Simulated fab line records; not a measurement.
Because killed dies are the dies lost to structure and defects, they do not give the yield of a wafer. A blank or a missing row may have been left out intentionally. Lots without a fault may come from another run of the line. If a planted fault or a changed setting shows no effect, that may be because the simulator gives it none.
Which tool did it? + flow n5_finfet + 33 wafers from 11 lots sampled at 5 of the route's 1938 steps

## WHAT EACH GAUGE READ, for each wafer
N5_BEOL_M4_RC_MEAS_101. Usual: DIBL_N 36.2 mV/V, standard deviation 1.6; DIBL_P 36.1 mV/V, standard deviation 2; IOFF_N 0.16 nA/um, standard deviation 0.032; IOFF_P 0.22 nA/um, standard deviation 0.036; ION_N 672 uA/um, standard deviation 11; ION_P 463 uA/um, standard deviation 7.5; SS_N 71.4 mV/dec, standard deviation 0.58; SS_P 73.2 mV/dec, standard deviation 0.67; VT_N 250 mV, standard deviation 3.3; VT_P -250 mV, standard deviation 3.3.
| lot  | measured     | on        | DIBL_N (mV/V)  | DIBL_P (mV/V)  | IOFF_N (nA/um) | IOFF_P (nA/um) | ION_N (uA/um) | ION_P (uA/um) | SS_N (mV/dec)  | SS_P (mV/dec)  | VT_N (mV)   | VT_P (mV)      | flag |
|------|--------------|-----------|----------------|----------------|----------------|----------------|---------------|---------------|----------------|----------------|-------------|----------------|------|
| L535 | day 8 04:59  | prober-02 | 36.6 37.2 34.5 | 37.3 38.7 35.6 | 0.13 0.17 0.12 | 0.17 0.19 0.15 | 652 679 660   | 446 456 444   | 71.1 72.3 70.7 | 72.5 74.0 72.3 | 254 247 255 | -257 -251 -256 |      |
| L536 | day 8 07:29  | prober-01 | 35.8 33.8 35.6 | 35.9 32.6 34.7 | 0.15 0.11 0.15 | 0.24 0.19 0.22 | 678 659 672   | 477 464 470   | 71.1 70.3 71.3 | 73.3 72.6 72.8 | 249 253 248 | -246 -251 -247 |      |
| L540 | day 9 08:32  | prober-01 | 37.3 36.5 34.3 | 36.4 34.5 33.2 | 0.17 0.17 0.13 | 0.23 0.20 0.18 | 673 678 668   | 467 459 457   | 71.5 71.8 70.1 | 73.2 72.7 72.1 | 250 247 249 | -247 -249 -250 |      |
| L541 | day 10 01:50 | prober-02 | 36.2 35.3 37.4 | 36.8 34.3 39.0 | 0.15 0.12 0.18 | 0.20 0.17 0.23 | 654 665 671   | 455 461 458   | 72.1 71.8 71.7 | 73.0 72.3 74.2 | 252 255 248 | -251 -253 -250 |      |
| L543 | day 10 04:14 | prober-01 | 37.7 35.6 35.2 | 38.2 36.0 35.4 | 0.22 0.17 0.16 | 0.30 0.24 0.24 | 675 685 667   | 464 471 466   | 71.6 71.0 70.4 | 74.1 73.0 73.9 | 245 245 250 | -245 -248 -245 |      |
| L544 | day 10 08:41 | prober-02 | 37.7 37.3 37.0 | 37.1 38.2 38.0 | 0.17 0.16 0.16 | 0.24 0.26 0.24 | 675 678 682   | 471 471 466   | 71.8 71.5 71.5 | 73.0 74.0 72.8 | 247 248 249 | -246 -245 -246 |      |
| L548 | day 11 13:42 | prober-02 | 37.5 39.5 37.5 | 39.2 41.9 39.3 | 0.22 0.26 0.20 | 0.26 0.31 0.25 | 680 693 690   | 463 475 472   | 71.8 73.1 71.6 | 74.1 74.5 74.0 | 243 243 245 | -250 -246 -250 |      |
| L550 | day 12 06:14 | prober-02 | 35.3 41.1 36.6 | 35.2 40.7 37.4 | 0.15 0.29 0.17 | 0.20 0.29 0.23 | 676 699 674   | 465 466 466   | 71.4 73.2 71.1 | 73.8 74.8 73.8 | 248 240 247 | -251 -247 -247 |      |
| L552 | day 12 09:08 | prober-02 | 34.6 35.1 36.8 | 34.6 35.6 38.2 | 0.12 0.13 0.15 | 0.18 0.19 0.23 | 661 667 679   | 458 461 470   | 71.6 71.1 72.1 | 72.5 72.6 73.9 | 254 254 251 | -253 -250 -250 |      |
| L555 | day 13 17:14 | prober-02 | 40.5 37.6 38.3 | 38.1 34.2 34.9 | 0.21 0.15 0.16 | 0.27 0.20 0.20 | 666 660 653   | 462 462 457   | 71.8 71.4 71.7 | 73.7 72.6 72.8 | 246 250 251 | -247 -250 -250 |      |
| L558 | day 15 03:51 | prober-02 | 38.7 36.5 34.7 | 39.5 37.2 35.7 | 0.20 0.16 0.13 | 0.25 0.22 0.20 | 694 679 661   | 469 470 465   | 72.4 72.2 71.4 | 73.6 73.4 72.2 | 244 250 252 | -246 -247 -252 |      |

## WHICH TOOL RAN EACH LOT (tool, then ch and the chambers of the sampled wafers, then the start)
| lot  | N5_BEOL_M2_SURFACE_TREAT_85  | N5_BEOL_M2_ANNEAL_49         | N5_BEOL_M2_ANNEAL_89         | N5_BEOL_M2_SPUTTER_90        |
|------|------------------------------|------------------------------|------------------------------|------------------------------|
| L535 | pvd_sputter-03, day 6 20:39  | pvd_sputter-01, day 6 21:51  | pvd_sputter-01, day 6 22:44  | pvd_sputter-01, day 6 22:52  |
| L536 | pvd_sputter-03, day 7 03:02  | pvd_sputter-03, day 7 03:34  | pvd_sputter-03, day 7 04:27  | pvd_sputter-03, day 7 04:35  |
| L540 | pvd_sputter-03, day 8 01:40  | pvd_sputter-03, day 8 03:43  | pvd_sputter-03, day 8 04:36  | pvd_sputter-03, day 8 04:44  |
| L541 | pvd_sputter-02, day 8 19:29  | pvd_sputter-02, day 8 19:47  | pvd_sputter-02, day 8 20:40  | pvd_sputter-02, day 8 20:48  |
| L543 | pvd_sputter-02, day 9 00:10  | pvd_sputter-02, day 9 00:28  | pvd_sputter-02, day 9 01:20  | pvd_sputter-02, day 9 01:29  |
| L544 | pvd_sputter-02, day 9 05:22  | pvd_sputter-03, day 9 07:26  | pvd_sputter-03, day 9 08:19  | pvd_sputter-03, day 9 08:28  |
| L548 | pvd_sputter-01, day 10 13:25 | pvd_sputter-02, day 10 13:45 | pvd_sputter-02, day 10 14:38 | pvd_sputter-02, day 10 14:46 |
| L550 | pvd_sputter-02, day 10 18:46 | pvd_sputter-03, day 10 20:49 | pvd_sputter-03, day 10 21:42 | pvd_sputter-03, day 10 21:50 |
| L552 | pvd_sputter-01, day 11 09:14 | pvd_sputter-01, day 11 09:33 | pvd_sputter-01, day 11 10:26 | pvd_sputter-01, day 11 10:34 |
| L555 | pvd_sputter-03, day 12 05:52 | pvd_sputter-02, day 12 07:53 | pvd_sputter-02, day 12 08:46 | pvd_sputter-02, day 12 08:55 |
| L558 | pvd_sputter-01, day 13 10:37 | pvd_sputter-01, day 13 11:00 | pvd_sputter-01, day 13 11:53 | pvd_sputter-01, day 13 12:01 |
- N5_BEOL_M2_SURFACE_TREAT_85
- N5_BEOL_M2_ANNEAL_49: time 240 s.
- N5_BEOL_M2_ANNEAL_89: time 240 s.
- N5_BEOL_M2_SPUTTER_90: material Cu, target thk 4.5 nm, time 8.29 s.

## AS READ BY THE TOOLS THEMSELVES (means over the sampled wafers that have a number; for cases with no such wafer, the mark the record gives instead)
N5_BEOL_M2_ANNEAL_49. Usual: heater_power_w reads 820 W (standard deviation 100).
| lot  | tool           | heater_power_w (W) | flag |
|------|----------------|--------------------|------|
| L535 | pvd_sputter-01 | 769                |      |
| L536 | pvd_sputter-03 | 758                |      |
| L540 | pvd_sputter-03 | 757                |      |
| L541 | pvd_sputter-02 | 863                |      |
| L543 | pvd_sputter-02 | 924                |      |
| L544 | pvd_sputter-03 | 758                |      |
| L548 | pvd_sputter-02 | 832                |      |
| L550 | pvd_sputter-03 | 720                |      |
| L552 | pvd_sputter-01 | 872                |      |
| L555 | pvd_sputter-02 | 773                |      |
| L558 | pvd_sputter-01 | 716                |      |

N5_BEOL_M2_ANNEAL_89. Usual: heater_power_w reads 823 W (standard deviation 100).
| lot  | tool           | heater_power_w (W) | flag |
|------|----------------|--------------------|------|
| L535 | pvd_sputter-01 | 784                |      |
| L536 | pvd_sputter-03 | 768                |      |
| L540 | pvd_sputter-03 | 750                |      |
| L541 | pvd_sputter-02 | 884                |      |
| L543 | pvd_sputter-02 | 912                |      |
| L544 | pvd_sputter-03 | 762                |      |
| L548 | pvd_sputter-02 | 850                |      |
| L550 | pvd_sputter-03 | 710                |      |
| L552 | pvd_sputter-01 | 882                |      |
| L555 | pvd_sputter-02 | 780                |      |
| L558 | pvd_sputter-01 | 708                |      |

N5_BEOL_M2_SPUTTER_90. Usual: chamber_pressure_pa 0.07001 Pa, standard deviation 0.00015; chuck_gas_flow_sccm 1.27 sccm, standard deviation 0.059; throttle_valve_pct 29.9 %, standard deviation 0.99.
| lot  | tool           | chamber_pressure_pa (Pa) | chuck_gas_flow_sccm (sccm) | throttle_valve_pct (%) | flag |
|------|----------------|--------------------------|----------------------------|------------------------|------|
| L535 | pvd_sputter-01 | 0.06999                  | 1.31                       | 30.4                   |      |
| L536 | pvd_sputter-03 | 0.07003                  | 1.21                       | 30.7                   |      |
| L540 | pvd_sputter-03 | 0.07012                  | 1.22                       | 29.4                   |      |
| L541 | pvd_sputter-02 | 0.07003                  | 1.23                       | 29.3                   |      |
| L543 | pvd_sputter-02 | 0.07015                  | 1.28                       | 29.0                   |      |
| L544 | pvd_sputter-03 | 0.07004                  | 1.31                       | 29.4                   |      |
| L548 | pvd_sputter-02 | -                        | -                          | -                      | OFF  |
| L550 | pvd_sputter-03 | -                        | -                          | -                      | OFF  |
| L552 | pvd_sputter-01 | 0.07008                  | 1.21                       | 31.3                   |      |
| L555 | pvd_sputter-02 | 0.07011                  | 1.28                       | 29.2                   |      |
| L558 | pvd_sputter-01 | 0.07002                  | 1.22                       | 30.6                   |      |

## THE ANSWER, worked out from the rows above alone
Rule: a lot is off if the mean of its wafers that have a number lies more than 3 standard deviations from the usual mean. Also off: a lot with no number at a reading for which 4 or more lots have one. Any other lot the step has rows for is counted as sound. First the gauges in route order, then the tools' own readings, where a lot's mean is used as printed above. The first step at which some lot is off is used, and at that step the reading that is off furthest; a lot without a number counts as furthest.
Off at N5_BEOL_M2_SPUTTER_90 (chamber_pressure_pa): L548, L550. Without a number there: L548, L550.
A tool fits if, at that step or a process step before it, it ran every lot that is off, and no sound lot after the first of them. No candidate that was tried fits.

## WHAT HAD BEEN PUT IN BY THE SIMULATOR
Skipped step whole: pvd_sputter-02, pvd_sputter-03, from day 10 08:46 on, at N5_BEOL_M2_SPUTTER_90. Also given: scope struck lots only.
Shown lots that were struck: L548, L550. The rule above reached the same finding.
